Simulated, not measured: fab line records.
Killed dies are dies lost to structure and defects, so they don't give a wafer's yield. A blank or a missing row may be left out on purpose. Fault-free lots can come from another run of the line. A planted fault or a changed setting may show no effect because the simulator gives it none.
fab line records | flow nand_harc
record: lots: 12 wafers: 36 last_day: 24
route steps=1159 shown P_M0@282 P_M1@308 END@1159
lots that met no fault: taken from a fault-free run of the same line
start_h: start of the lot's first displayed wafer, in hours after the record's first day | wait_h: hours from the lot's prior step to this one | " identical to the entry in the row above | L1.1+2: a row that stands for several wafers | - value missing, or start not given | * or withheld: withheld | < > ~ a bound
route shown NAME@n: a module of which the file shows steps, and the number in the route of the first | usual: mean/standard deviation of fault-free wafers | same: alike in all rows | chamber/n: place in a boat | sites: each site's reading | _std_site: the values' standard deviation | _edge_site: inner sites' mean taken away from outer sites' mean | radius_mm: how far each site lies from the wafer's centre | mask NAME#n: copy n | behind: the most recent tool/chamber to have shaped the wafer | hold: cause of the lot's hold/its duration in hours/its outcome | device: names the non-switching transistor (n, p or np) | end of line: at the end of the route, the tests of the same wafers | a step without rows: its recipe alone | killed: dies that structure and defects cost at the first sort, which is not the same as the wafer's yield | map: dies across one wafer; x = killed, . = not, _ = none there
set.NAME: the setting the step ran with; set.NAME@STEP: the setting that earlier step ran with | model.NAME: the simulator's own value behind a step, which no gauge read
one table for each step of the route and one row for each wafer, over a sample of lots
services: a tool's chamber out of use, with start hour (start_h, from the record's first day; less than 0 if before it), hours out, and reason
== steps ==
step: NHARC_P_M0_INSPECT_27
usual: raw_defect_count: 314/150
columns lot.wafer tool chamber start_h wait_h raw_defect_count
L990.2 defect_inspect-02 - 121.59 0.0 185
L990.3 " - " " 147
L990.6 " - " " 242
L992.2 defect_inspect-02 - 133.91 0.0 325
L992.5 " - " " 169
L992.6 " - " " 210
L991.3 defect_inspect-02 - 134.35 0.0 157
L991.4 " - " " 107
L991.5 " - " " 172
L994.3 defect_inspect-02 - 142.22 0.0 276
L994.4 " - " " 222
L994.5 " - " " 191
L993.3 defect_inspect-01 - 147.11 0.0 256
L993.5 " - " " 290
L993.6 " - " " 216
L997.1 defect_inspect-01 - 159.07 0.0 620
L997.2 " - " " 272
L997.6 " - " " 268
L998.2 defect_inspect-01 - 174.26 0.0 216
L998.4 " - " " 287
L998.6 " - " " 275
L101.1 defect_inspect-02 - 195.63 0.0 161
L101.5 " - " " 430
L101.6 " - " " 249
L104.2 defect_inspect-02 - 213.09 0.0 371
L104.4 " - " " 201
L104.5 " - " " 336
L107.1 defect_inspect-02 - 218.65 0.0 275
L107.5 " - " " 342
L107.6 " - " " 191
L110.1 defect_inspect-01 - 237.59 0.0 910
L110.3 " - " " 487
L110.5 " - " " 743
L113.2 defect_inspect-01 - 260.91 0.0 359
L113.3 " - " " 213
L113.5 " - " " 313
step: NHARC_P_M0_DEP_32
recipe: target_thk_a: 300 temp_c: 370 target_thk_nm: 30 pressure_torr: 3 flow_sccm: 200 rf_w: 450 material: SiCN
usual: heater_power_outer_w: 348/38 heater_power_w: 608/51
columns lot.wafer tool chamber start_h wait_h heater_power_outer_w heater_power_w
L990.2 pecvd-04 1 121.73 0.1 275 551
L990.3 " 2 " " 424 678
L990.6 " 2 " " 418 665
L992.2 pecvd-04 2 134.14 0.1 425 688
L992.6 " 0 " " 369 612
L992.5 " 1 " " 348 604
L991.3 pecvd-01 2 134.54 0.1 271 480
L991.4 " 1 " " 394 674
L991.5 " 2 " " 278 489
L994.3 pecvd-04 1 142.53 0.2 355 642
L994.4 " 0 " " 283 511
L994.5 " 1 " " 352 624
L993.3 pecvd-03 1 147.26 0.1 354 622
L993.5 " 2 " " 349 596
L993.6 " 0 " " 338 597
L997.2 pecvd-01 1 159.26 0.1 356 672
L997.1 " 2 " " 305 517
L997.6 " 2 " " 314 527
L998.2 pecvd-03 1 174.50 0.1 336 626
L998.6 " 2 " " 388 637
L998.4 " 1 " " 339 623
L101.1 pecvd-03 0 197.28 0.1 325 597
L101.6 " 1 " " 352 637
L101.5 " 0 " " 330 583
L104.2 pecvd-03 2 213.24 0.1 420 681
L104.5 " 0 " " 366 631
L104.4 " 1 " " 359 638
L107.1 pecvd-01 1 218.80 0.1 359 655
L107.5 " 2 " " 310 526
L107.6 " 0 " " 347 607
L110.3 pecvd-04 1 237.91 0.1 327 585
L110.1 " 2 " " 392 648
L110.5 " 0 " " 371 601
L113.2 pecvd-04 0 261.10 0.1 351 591
L113.3 " 1 " " 350 605
L113.5 " 1 " " 337 601
step: NHARC_P_M1_PVD_21
recipe: target_thk_a: 300 chamber_pressure_pa: 5 power_w: 5000 substrate_temp_c: 30 time_s: 20.49 material: Cu
usual: chamber_pressure_pa: 4.999/0.011 throttle_valve_pct: 29.8/0.87
columns lot.wafer tool chamber start_h wait_h chamber_pressure_pa throttle_valve_pct
L990.2 pvd_sputter-01 - - - 5.017 29.7
L990.3 " - " " 5.003 28.5
L990.6 " - " " 5.012 29.5
L992.2 pvd_sputter-02 - - - 5.007 31.2
L992.6 " - " " 5.013 31.8
L992.5 " - " " 5.022 31.1
L991.4 pvd_sputter-03 - - - 4.992 30.2
L991.3 " - " " 4.980 29.3
L991.5 " - " " 5.016 30.2
L994.3 pvd_sputter-01 - - - 4.988 28.3
L994.4 " - " " 5.007 29.6
L994.5 " - " " 5.004 29.8
L993.3 pvd_sputter-01 - - - 4.982 31.2
L993.6 " - " " 5.005 29.8
L993.5 " - " " 4.998 28.7
L997.1 pvd_sputter-03 - - - 4.995 30.3
L997.2 " - " " 5.000 30.1
L997.6 " - " " 5.017 29.1
L998.2 pvd_sputter-02 - - - 5.006 31.6
L998.4 " - " " 5.011 31.2
L998.6 " - " " 4.995 31.5
L101.1 pvd_sputter-01 - - - 4.997 28.3
L101.6 " - " " 5.005 28.4
L101.5 " - " " 5.012 30.3
L104.2 pvd_sputter-01 - - - 5.009 29.5
L104.4 " - " " 4.995 30.3
L104.5 " - " " 4.988 30.8
L107.1 pvd_sputter-03 - - - 5.000 29.0
L107.6 " - " " 5.005 29.2
L107.5 " - " " 4.994 29.0
L110.1 pvd_sputter-01 - - - 4.981 28.4
L110.3 " - " " 4.985 30.9
L110.5 " - " " 4.993 28.3
L113.2 pvd_sputter-01 - - - 4.982 28.4
L113.3 " - " " 5.003 31.0
L113.5 " - " " 4.987 28.2
step: NHARC_P_M1_ECD_22
recipe: target_thk_a: 4000 bath_temp_c: 25 material: Cu
columns lot.wafer tool chamber start_h wait_h
L990.2+3+6 ecd_cu-01 1 124.60 -
L992.2+5+6 ecd_cu-01 0,0,1 137.02 -
L991.3+4+5 ecd_cu-02 0,1,1 137.46 -
L994.4+3+5 ecd_cu-01 1,0,1 145.59 -
L993.3+6+5 ecd_cu-02 0,0,1 150.08 -
L997.2+1+6 ecd_cu-01 0,1,0 162.03 -
L998.2+4+6 ecd_cu-01 1,1,0 177.43 -
L101.1+5+6 ecd_cu-02 0,1,0 200.23 -
L104.2+4+5 ecd_cu-01 1 216.20 -
L107.1+5+6 ecd_cu-01 0,1,0 221.81 -
L110.1+3+5 ecd_cu-02 0,1,1 240.76 -
L113.2+3+5 ecd_cu-01 1,0,1 263.88 -
step: NHARC_P_M1_CMP_23
recipe: t_overpolish_s: 20 target_thk_nm: 157.82
usual: motor_current_A: 12.6/1.1 time_to_endpoint_s: 28.6/2
columns lot.wafer tool chamber start_h wait_h motor_current_A time_to_endpoint_s
L990.3 cmp-02 2 125.59 - 11.8 30.6
L990.2 " 0 " " 12.0 28.7
L990.6 " 3 " " 12.6 26.5
L992.2 cmp-01 0 137.82 - 12.7 25.8
L992.5 " 1 " " 13.0 27.5
L992.6 " 2 " " 11.6 29.8
L991.3 cmp-02 1 138.15 - 13.2 23.6
L991.4 " 2 " " 11.6 25.9
L991.5 " 0 " " 11.8 27.2
L994.4 cmp-02 1 146.21 - 13.3 27.6
L994.3 " 2 " " 11.4 26.5
L994.5 " 1 " " 12.5 28.6
L993.3 cmp-03 2 150.87 - 10.4 29.2
L993.6 " 2 " " 10.5 28.7
L993.5 " 3 " " 12.9 31.4
L997.1 cmp-02 0 162.79 - 11.9 29.5
L997.2 " 1 " " 12.5 29.8
L997.6 " 3 " " 12.6 25.9
L998.4 cmp-02 2 178.16 - 11.4 29.3
L998.2 " 3 " " 12.9 27.0
L998.6 " 1 " " 13.1 28.4
L101.1 cmp-02 3 200.98 - 11.6 29.7
L101.6 " 1 " " 13.1 29.1
L101.5 " 2 " " 11.3 30.2
L104.2 cmp-01 1 216.97 - 12.3 31.6
L104.4 " 3 " " 12.5 29.7
L104.5 " 1 " " 12.5 27.3
L107.1 cmp-01 0 222.54 - 13.8 33.2
L107.6 " 2 " " 12.3 28.8
L107.5 " 3 " " 13.7 32.7
L110.1 cmp-02 1 241.46 - 13.1 14.9
L110.3 " 2 " " 10.6 26.8
L110.5 " 1 " " 12.5 27.6
L113.2 cmp-01 2 264.64 - 11.9 27.1
L113.3 " 0 " " 12.7 28.3
L113.5 " 1 " " 13.1 28.0
step: NHARC_END_SORT_01
recipe: temp_c: 25
usual: defect_limited_yield: 95.8/1.2 killed_at_array: 24/7.4 killed_at_other: 0.5/0.81 killed_at_periphery: 3.4/2.3 killed_dies: 28/8 killed_open: 3.4/1.8 killed_short: 2.0/1.4 sort_bin_2_pct: 1.3/0.54 sort_bin_3_pct: 0.23/0.2 sort_bin_4_pct: 2.7/0.77 sort_n_pass: 649/8 sort_rim_yield_pct: 94.2/2.7 sort_yield_pct: 95.8/1.2
same: gross_dies: 677 sort_bin_5_pct[%]: 0 sort_bin_6_pct[%]: 0 sort_bin_7_pct[%]: 0 sort_bin_8_pct[%]: 0 sort_rim_n_gross: 106.00
columns lot.wafer tool chamber start_h wait_h defect_limited_yield[%] killed_at_array killed_at_other killed_at_periphery killed_dies killed_open killed_short sort_bin_2_pct[%] sort_bin_3_pct[%] sort_bin_4_pct[%] sort_n_pass sort_rim_yield_pct[%] sort_yield_pct[%]
L998.2 prober-01 0 489.05 2.8 95.9 27 0 1 28 3 1 1.5 0.15 2.5 649 92.5 95.9
L998.4 prober-01 0 490.64 3.4 94.8 32 2 1 35 0 1 1.6 0.30 3.2 642 90.6 94.8
L998.6 prober-01 0 492.23 4.0 93.9 39 1 1 41 2 3 1.8 0.30 4.0 636 93.4 93.9
killed by level:class
L998.2 A_SLIT:chamber_film_flake=8 A_CHANNEL_HOLE_D1:chamber_film_flake=7 A_CONTACT:chamber_film_flake=7 A_CONTACT:geometric_particle:open=2 A_WL_FILL:geometric_particle:short=1 A_M1:geometric_particle:open=1 P_GATE:chamber_film_flake=1 A_STAIRCASE:chamber_film_flake=1
L998.4 A_CHANNEL_HOLE_D1:chamber_film_flake=14 A_CONTACT:chamber_film_flake=8 A_SLIT:chamber_film_flake=7 A_STAIRCASE:chamber_film_flake=2 A_WL_FILL:geometric_particle:short=1 P_BONDPAD:chamber_film_flake=1 THIN_TSV:chamber_film_flake=1 HYBRID_BOND:latent=1
L998.6 A_CHANNEL_HOLE_D1:chamber_film_flake=16 A_SLIT:chamber_film_flake=14 A_WL_FILL:geometric_particle:short=2 A_CONTACT:geometric_particle:open=2 A_STAIRCASE:chamber_film_flake=2 A_CONTACT:chamber_film_flake=2 A_CHANNEL_FILL_D1:geometric_particle:short=1 P_GATE:chamber_film_flake=1
== services ==
columns tool chamber start_h hours kind
ecd_cu-01 - 99.92 2.5 repair
pvd_sputter-03 - 102.00 10.0 pm
cmp-01 - 109.96 2.0 repair
pecvd-03 - 111.24 13.0 pm
cmp-02 - 128.97 4.0 pm
pecvd-04 2 139.24 6.8 repair
cmp-02 - 140.09 0.9 repair
cmp-01 - 146.72 1.0 repair
pecvd-03 2 156.12 5.9 repair
pvd_sputter-01 - 158.00 10.0 pm
cmp-01 - 167.05 1.3 repair
cmp-02 - 167.25 5.0 repair
pecvd-01 0 177.41 8.9 repair
cmp-01 - 179.50 4.0 pm
ecd_cu-02 - 180.00 8.0 pm
pecvd-04 - 195.32 13.0 pm
cmp-01 - 195.96 0.4 repair
pecvd-01 1 200.39 13.5 repair
pvd_sputter-03 - 202.88 5.0 repair
cmp-02 - 226.97 4.0 pm
ecd_cu-02 - 231.56 7.2 repair
pecvd-01 - 237.18 13.0 pm
cmp-02 - 245.13 10.1 repair
pecvd-03 0 255.90 2.6 repair
== key ==
first_sign: step: NHARC_P_M1_CMP_23 reading: time_to_endpoint_s direction: down sigmas: 6.9 usual: * struck: *
effect none on later readings
met_at NHARC_P_M1_ECD_22
struck_lots L110
struck_wafers L110.1
not_acting_at NHARC_P_M0_INSPECT_27,NHARC_P_M0_DEP_32,NHARC_P_M1_PVD_21
onset_between 200.23 240.76
fault: kind: process_parameter_drift tool: ecd_cu-02 chamber: - onset_h: 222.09 steps: NHARC_P_M1_ECD_22 channel: target_thk_a offset: * shape: step end_h: 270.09 scope: struck_wafers_only acts_in: * stated: *
